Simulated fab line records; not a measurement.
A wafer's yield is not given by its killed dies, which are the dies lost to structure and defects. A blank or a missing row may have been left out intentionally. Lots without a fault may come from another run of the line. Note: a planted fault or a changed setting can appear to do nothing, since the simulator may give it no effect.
fab line records	flow n5-finfet
record: lots: 9	wafers: 27	last-day: 19
route steps=1938 shown DUMMY_GATE@236 BEOL_M4@1111
lots that met no fault: from a run of the same line without faults
start-h: the number of hours between the record's first day and the start of the first shown wafer of the lot	wait-h: hours since the lot's step before	" the same as in the row above	L1.1+2: a single row standing in for several wafers	- no value present, or no start provided	* or withheld: withheld	< > ~ a bound
route shown NAME@n: a module of which the file shows steps, and the number in the route of the first	usual: the fault-free wafers' mean and standard deviation	same: alike in all rows	chamber/n: place in a boat	sites: each site's reading	_std_site: their standard deviation	_edge_site: mean of outer sites minus mean of inner sites	radius-mm: for every site, how far away it sits from the centre of the wafer	mask NAME#n: copy n	behind: the most recent tool/chamber to have shaped the wafer	hold: why the lot went on hold/how many hours it stayed there/how the hold came to an end	device: names the non-switching transistor (n, p or np)	end of line: tests of these same wafers at the route's end	a step with no rows: only its recipe	killed: the dies lost at the first sort to structure and to defects; this is not the yield of the wafer	map: shows each die of a wafer: x if killed, . if not, _ if none is there
set.NAME: the setting the step ran with; set.NAME@STEP: the setting that earlier step ran with	model.NAME: the simulator's own value behind a step, which no gauge read
one table for each step of the route and one row for each wafer, over a sample of lots
services: the hour from which a tool's chamber was out of use, counted from the record's first day as start-h (under 0 if before that day), plus the number of hours and why
== steps ==
step: N5_DUMMY_GATE_ETCH_36
recipe: chemistry: CF4	target: SiARC	target-depth-a: 130	pressure-mtorr: 40	source-w: 545	bias-w: 36	Ar_flow_sccm: 100	cf4-flow-sccm: 100	ion-energy-ev: 80
usual: drypump-motor-current-A: 5.6/0.45	oes-product-au: 0.80/0.099	rf-vpp-V: 184.1/1.4	showerhead-plenum-p-Torr: 2.15/0.093	throttle-valve-pct: 15.54/0.24
lot.wafer	tool	chamber	start-h	wait-h	drypump-motor-current-A	oes-product-au	rf-hours-counter-h	rf-vpp-V	showerhead-plenum-p-Torr	throttle-valve-pct
L363.2	rie-diel-02	1	70.84	0.0	5.1	0.73	194	183.6	2.21	15.68
L363.5	"	3	"	"	5.9	0.78	-	184.7	2.16	15.32
L363.6	"	2	"	"	5.6	0.77	-	185.0	2.23	15.43
L364.1	rie-diel-06	2	77.48	0.0	6.2	0.82	91	183.9	1.99	15.45
L364.3	"	1	"	"	5.1	0.72	196	184.1	2.04	15.87
L364.5	"	3	"	"	5.4	0.95	-	186.8	2.28	15.15
L365.4	rie-diel-03	2	81.96	0.0	6.3	0.73	194	185.2	2.21	15.79
L365.5	"	0	"	"	5.5	0.80	-	184.4	2.16	15.58
L365.6	"	1	"	"	5.6	0.97	-	185.5	2.19	15.44
L371.1	rie-diel-06	3	125.02	0.0	5.4	0.91	21	185.1	2.27	15.16
L371.3	"	1	"	"	5.1	0.71	207	182.5	2.04	15.91
L371.4	"	0	"	"	5.9	0.98	10	184.3	2.10	15.47
L378.1	rie-diel-06	2	160.11	0.0	6.2	0.80	114	183.1	1.98	15.49
L378.4	"	3	"	"	5.4	0.89	33	186.0	2.27	15.19
L378.5	"	2	"	"	6.2	0.80	-	181.2	1.98	15.51
L379.3	rie-diel-03	0	167.42	0.0	5.5	0.76	128	185.2	2.15	15.62
L379.4	"	2	"	"	6.4	0.71	222	185.1	2.20	15.85
L379.6	"	1	"	"	5.6	0.91	-	184.3	2.19	15.49
L380.2	rie-diel-02	1	174.64	0.0	5.1	0.71	228	183.4	2.20	15.73
L380.3	"	0	"	"	4.7	0.67	249	184.6	2.20	15.91
L380.5	"	1	"	"	5.1	0.70	-	183.4	2.20	15.74
L381.2	rie-diel-06	1	178.25	0.0	5.1	0.70	223	183.5	2.03	15.93
L381.3	"	2	"	"	6.2	0.79	120	180.5	1.98	15.51
L381.5	"	2	"	"	6.2	0.79	-	180.9	1.98	15.50
L382.3	rie-diel-02	1	185.48	0.0	5.1	0.70	232	183.3	2.20	15.74
L382.5	"	3	"	"	5.9	0.74	-	183.3	2.14	15.39
L382.6	"	2	"	"	5.7	0.73	-	185.3	2.22	15.51
step: N5_DUMMY_GATE_CD_MEAS_24
recipe: target-cd-nm: 15
usual: cd-nm: 15.07/0.29
lot.wafer	tool	chamber	start-h	wait-h	cd-nm
L363.2	cd-sem-03	-	71.67	0.1	15.02
L363.5	"	-	"	"	15.01
L363.6	"	-	"	"	14.88
L364.1	cd-sem-03	-	78.25	0.1	14.47
L364.3	"	-	"	"	14.92
L364.5	"	-	"	"	14.81
L365.4	cd-sem-03	-	83.02	0.1	15.06
L365.5	"	-	"	"	15.54
L365.6	"	-	"	"	15.14
L371.1	cd-sem-03	-	125.78	0.1	14.57
L371.3	"	-	"	"	15.25
L371.4	"	-	"	"	14.76
L378.1	cd-sem-01	-	160.91	0.1	15.11
L378.4	"	-	"	"	15.26
L378.5	"	-	"	"	15.24
L379.3	cd-sem-02	-	168.35	0.1	15.13
L379.4	"	-	"	"	15.12
L379.6	"	-	"	"	14.64
L380.2	cd-sem-01	-	175.41	0.1	15.55
L380.3	"	-	"	"	15.15
L380.5	"	-	"	"	15.17
L381.2	cd-sem-02	-	179.02	0.1	15.50
L381.3	"	-	"	"	15.42
L381.5	"	-	"	"	15.26
L382.3	cd-sem-02	-	186.27	0.1	15.21
L382.5	"	-	"	"	14.92
L382.6	"	-	"	"	14.84
step: N5_DUMMY_GATE_ETCH_42
recipe: chemistry: CHF3/O2	target: SiO2	target-depth-a: 35	time-s: 31	ion-energy-ev: 30	bias-w: 12	pressure-mtorr: 30	source-w: 600	Ar_flow_sccm: 200	CHF3_flow_sccm: 50	O2_flow_sccm: 5
usual: drypump-motor-current-A: 5.6/0.47	oes-product-au: 0.81/0.094	rf-vpp-V: 42.5/0.93	showerhead-plenum-p-Torr: 2.41/0.11	throttle-valve-pct: 18.70/0.23
lot.wafer	tool	chamber	start-h	wait-h	drypump-motor-current-A	oes-product-au	rf-hours-counter-h	rf-vpp-V	showerhead-plenum-p-Torr	throttle-valve-pct
L363.2	rie-diel-06	3	71.72	0.0	5.4	0.96	5	42.4	2.57	18.34
L363.5	"	3	"	"	5.4	1.26	-	42.8	2.57	18.35
L363.6	"	2	"	"	6.2	0.82	-	42.8	2.24	18.62
L364.1	rie-diel-02	2	78.29	0.0	5.6	0.76	137	41.5	2.50	18.56
L364.3	"	0	"	"	4.7	0.69	219	41.1	2.49	19.02
L364.5	"	0	"	"	4.7	0.70	-	42.0	2.49	19.01
L365.4	rie-diel-06	3	83.09	0.1	5.4	1.26	-	43.2	2.57	18.34
L365.5	"	1	"	"	5.1	0.95	-	41.8	2.30	19.03
L365.6	"	2	"	"	6.2	0.83	-	40.3	2.24	18.64
L371.1	rie-diel-02	3	125.87	0.1	5.9	0.76	125	42.4	2.42	18.50
L371.3	"	0	"	"	4.7	0.68	234	42.8	2.48	19.02
L371.4	"	1	"	"	5.1	0.72	212	42.2	2.48	18.83
L378.1	rie-diel-06	1	160.96	0.0	5.1	0.71	218	42.4	2.29	19.09
L378.4	"	0	"	"	5.9	0.93	21	43.2	2.36	18.74
L378.5	"	2	"	"	6.2	0.80	-	43.3	2.23	18.66
L379.3	rie-diel-03	2	168.39	0.0	6.3	0.71	222	42.5	2.47	19.00
L379.4	"	1	"	"	5.6	0.92	31	42.0	2.46	18.71
L379.6	"	1	"	"	5.6	0.92	-	41.7	2.46	18.73
L380.2	rie-diel-06	3	175.45	0.0	5.4	0.89	37	41.2	2.56	18.41
L380.3	"	2	"	"	6.2	0.79	119	43.3	2.23	18.68
L380.5	"	3	"	"	5.4	0.89	-	43.7	2.56	18.39
L381.2	rie-diel-02	1	179.06	0.0	5.1	0.70	229	45.1	2.47	18.86
L381.3	"	3	"	"	5.9	0.74	143	42.5	2.41	18.52
L381.5	"	3	"	"	5.9	0.74	-	43.3	2.41	18.53
L382.3	rie-diel-06	0	186.35	0.1	5.9	0.93	29	42.8	2.36	18.76
L382.5	"	0	"	"	5.9	0.92	-	40.4	2.36	18.75
L382.6	"	3	"	"	5.4	0.88	-	44.3	2.56	18.40
step: N5_DUMMY_GATE_STRIP_48
recipe: chemistry: N2/H2	time-s: 20	power-w: 100	temp-c: 40	pressure-mtorr: 100	rf-frequency-hz: 6e+07	bias-power-w: 3	n2-flow-sccm: 300	h2-flow-sccm: 300
usual: drypump-motor-current-A: 5.6/0.46	oes-product-au: 0.81/0.094	rf-vpp-V: 45.3/0.87	showerhead-plenum-p-Torr: 3.37/0.15	throttle-valve-pct: 12.11/0.26
lot.wafer	tool	chamber	start-h	wait-h	drypump-motor-current-A	oes-product-au	rf-hours-counter-h	rf-vpp-V	showerhead-plenum-p-Torr	throttle-valve-pct
L363.2	rie-diel-06	3	71.77	0.0	5.4	0.96	5	47.6	3.58	11.65
L363.5	"	3	"	"	5.4	0.96	-	46.5	3.58	11.65
L363.6	"	2	"	"	6.2	0.82	-	45.0	3.15	12.11
L364.1	rie-diel-02	2	78.34	0.0	5.7	0.76	137	46.4	3.53	12.05
L364.3	"	0	"	"	4.7	0.70	219	45.6	3.47	12.41
L364.5	"	0	"	"	4.7	0.70	-	44.5	3.46	12.40
L365.4	rie-diel-06	3	83.14	0.0	5.4	0.96	-	47.1	3.58	11.65
L365.5	"	1	"	"	5.1	0.72	-	45.4	3.21	12.46
L365.6	"	2	"	"	6.2	0.82	-	44.6	3.15	12.11
L371.1	rie-diel-02	3	125.92	0.0	5.9	0.76	125	46.2	3.40	11.98
L371.3	"	0	"	"	4.7	0.69	234	44.5	3.46	12.45
L371.4	"	1	"	"	5.1	0.72	212	46.2	3.48	12.32
L378.1	rie-diel-06	1	161.01	0.0	5.1	0.71	218	45.3	3.20	12.51
L378.4	"	0	"	"	5.9	0.94	21	45.5	3.30	11.97
L378.5	"	2	"	"	6.2	0.80	-	45.4	3.14	12.17
L379.3	rie-diel-03	2	168.44	0.0	6.3	0.71	222	45.9	3.48	12.53
L379.4	"	1	"	"	5.6	0.93	31	44.5	3.44	11.99
L379.6	"	1	"	"	5.6	0.92	-	43.9	3.44	12.00
L380.2	rie-diel-06	3	175.50	0.0	5.4	0.89	37	45.4	3.56	11.74
L380.3	"	2	"	"	6.2	0.80	119	44.7	3.13	12.17
L380.5	"	3	"	"	5.4	0.89	-	47.2	3.56	11.75
L381.2	rie-diel-02	1	179.11	0.0	5.1	0.70	229	47.3	3.47	12.36
L381.3	"	3	"	"	5.9	0.74	143	43.0	3.39	12.04
L381.5	"	3	"	"	5.9	0.74	-	46.7	3.39	12.03
L382.3	rie-diel-06	0	186.40	0.0	5.9	0.92	29	45.8	3.29	12.00
L382.5	"	0	"	"	5.9	0.91	-	45.3	3.29	11.98
L382.6	"	3	"	"	5.4	0.88	-	44.9	3.56	11.73
step: N5_BEOL_M4_RC_MEAS_101
usual: DIBL_N: 36.0/1.4	DIBL_P: 36.1/1.4	IOFF_N: 0.153/0.02	IOFF_P: 0.211/0.026	ION_N: 673/8.7	ION_P: 463/6.7	SS_N: 71.5/0.5	SS_P: 73.3/0.54	VT_N: 250.1/2.4	VT_P: -250.2/2.9
lot.wafer	tool	chamber	start-h	wait-h	DIBL_N[mV/V]	DIBL_P[mV/V]	IOFF_N[nA/um]	IOFF_P[nA/um]	ION_N[uA/um]	ION_P[uA/um]	SS_N[mV/dec]	SS_P[mV/dec]	VT_N[mV]	VT_P[mV]
L363.2	prober-02	0	202.42	0.2	34.5	35.0	0.131	0.171	666	456	71.5	72.7	252.6	-254.4
L363.5	"	0	"	"	35.5	37.0	0.153	0.189	674	463	70.8	74.1	249.2	-252.9
L363.6	"	0	"	"	37.4	38.7	0.186	0.217	685	463	71.4	73.5	247.3	-250.4
L364.1	prober-02	0	213.20	0.0	39.5	39.0	0.195	0.247	684	470	71.6	74.6	245.6	-248.0
L364.3	"	0	"	"	38.2	37.3	0.171	0.214	676	467	71.2	73.8	248.8	-250.4
L364.5	"	0	"	"	39.3	38.9	0.192	0.249	687	472	71.3	74.3	249.0	-251.1
L365.4	prober-01	0	217.07	0.5	36.3	36.8	0.155	0.217	672	462	71.3	73.6	253.1	-250.0
L365.5	"	0	"	"	34.7	34.4	0.123	0.196	658	461	70.6	72.6	253.3	-252.3
L365.6	"	0	"	"	35.5	34.8	0.134	0.189	662	455	71.8	72.5	253.9	-252.3
L371.1	prober-02	0	272.72	0.3	38.4	39.0	0.212	0.271	686	470	73.1	74.2	245.6	-246.8
L371.3	"	0	"	"	35.7	35.6	0.159	0.207	677	466	71.9	72.5	247.4	-251.6
L371.4	"	0	"	"	36.0	36.5	0.156	0.224	678	462	71.1	73.5	248.3	-248.4
L379.3	prober-01	0	299.77	0.3	36.4	37.7	0.149	0.211	674	466	71.7	73.7	251.9	-251.6
L379.4	"	0	"	"	35.9	36.6	0.147	0.201	670	463	72.0	72.8	250.3	-251.4
L379.6	"	0	"	"	36.6	37.7	0.155	0.210	676	465	71.9	73.6	248.7	-251.9
L378.1	prober-01	0	301.87	0.0	35.8	35.7	0.150	0.221	679	477	71.8	73.2	247.9	-248.5
L378.4	"	0	"	"	36.2	34.8	0.147	0.208	670	462	71.2	73.2	248.4	-249.6
L378.5	"	0	"	"	35.2	34.3	0.133	0.194	660	463	71.2	72.6	251.4	-251.8
L381.2	prober-01	0	307.19	0.2	35.5	34.3	0.139	0.185	659	456	71.2	72.3	250.1	-250.4
L381.3	"	0	"	"	35.1	34.3	0.139	0.189	669	459	71.4	72.9	253.1	-250.0
L381.5	"	0	"	"	36.6	35.9	0.153	0.216	662	462	71.1	72.4	252.1	-251.4
L382.3	prober-01	0	327.55	0.3	34.3	36.0	0.141	0.198	673	466	71.7	73.2	251.4	-252.4
L382.5	"	0	"	"	33.8	35.2	0.135	0.188	665	460	71.2	73.0	251.8	-251.7
L382.6	"	0	"	"	34.8	36.4	0.147	0.205	668	463	71.6	73.7	250.1	-252.6
L380.2	prober-02	0	347.19	0.2	34.5	36.3	0.150	0.208	664	459	70.8	73.9	246.7	-250.5
L380.3	"	0	"	"	33.6	33.6	0.121	0.162	659	449	70.5	73.1	250.9	-253.8
L380.5	"	0	"	"	34.5	35.7	0.142	0.187	665	454	70.2	72.9	249.3	-254.0
== services ==
tool	chamber	start-h	hours	kind
rie-diel-06	0	60.37	12.3	repair
rie-diel-06	0	72.68	-	clean
rie-diel-06	0	72.68	-	consumable-replace:focus-ring
rie-diel-06	0	72.68	19.8	scheduled-down
rie-diel-06	0	72.68	19.8	vent-cycle
rie-diel-06	1	87.89	3.7	repair
rie-diel-03	1	98.65	2.6	repair
rie-diel-03	1	111.75	7.1	repair
rie-diel-03	0	112.81	4.5	repair
rie-diel-02	0	177.29	-	clean
rie-diel-02	0	177.29	-	consumable-replace:focus-ring
rie-diel-02	0	177.29	24.5	scheduled-down
rie-diel-02	0	177.29	24.5	vent-cycle
== key ==
first-sign: step: N5_DUMMY_GATE_ETCH_42	reading: oes-product-au	direction: up	sigmas: 3.7	usual: 0.81	struck: 1.16
effect none on later readings
met-at N5_DUMMY_GATE_ETCH_42
struck-lots L363,L365
struck-wafers L363.5,L365.4,L365.5
not-acting-at N5_DUMMY_GATE_ETCH_36,N5_DUMMY_GATE_CD_MEAS_24,N5_DUMMY_GATE_STRIP_48
fault: kind: process-parameter-drift	tool: rie-diel-06	chamber: -	onset-h: 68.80	steps: N5_DUMMY_GATE_ETCH_42	channel: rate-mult	offset: 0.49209	shape: step	end-h: 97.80	scope: struck-wafers-only
